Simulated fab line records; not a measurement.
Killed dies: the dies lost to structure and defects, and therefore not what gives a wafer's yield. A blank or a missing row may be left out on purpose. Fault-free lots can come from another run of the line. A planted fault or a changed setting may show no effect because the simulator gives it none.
Chamber matching ; flow nand-harc ; NHARC_A_M1_DEP_33 on pecvd-03 has 3 sister chambers
The step deposits SiCN, target thk 30 nm. 6 wafers are shown with their chamber, then 8 later ones without.

== EACH WAFER AND ITS CHAMBER ==
wafer;chamber;heater-power-w (W);rf-fwd-power-W (W)
L084.3;1;556;448.4
L084.4;2;537;447.6
L090.4;1;620;446.6
L090.5;0;511;446.7
L090.6;2;524;449.1
L087.1;0;435;450.0

== WAFERS WITH NO CHAMBER GIVEN ==
wafer;heater-power-w (W);rf-fwd-power-W (W)
L087.4;606;448.8
L087.6;451;450.2
L095.1;517;445.3
L095.2;525;450.5
L095.4;526;448.6
L094.3;524;449.6
L094.4;547;450.2
L094.6;564;449.8

== THE CHAMBER EACH PASSED THROUGH ==
wafer;from the rows above;in truth
L087.4;can't be placed: 1 or 2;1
L087.6;can't be placed: 0 or 2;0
L095.1;can't be placed: 2 or 0 or 1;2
L095.2;can't be placed: 2 or 0 or 1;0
L095.4;can't be placed: 2 or 0 or 1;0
L094.3;can't be placed: 2 or 0 or 1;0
L094.4;can't be placed: 2 or 1 or 0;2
L094.6;can't be placed: 2 or 1 or 0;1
0 of 8 placed correctly. Not placeable from these rows: 8 (in 8, the candidates include the true chamber). Placed wrongly: 0.
How it was worked out, from the rows above alone: a wafer's distance from a chamber is the root of the sum, over the readings, of the square of ((its reading less the chamber's mean) divided by the reading's scatter). If the next closest chamber is less than 2 further off than the closest, the wafer can't be placed; otherwise it belongs to the closest. Each chamber's mean is taken over the wafers shown for it. How the scatter is found: for the shown wafers, subtract from each reading the mean of its chamber, square and add these, divide the total by (wafers less chambers), then take the root.
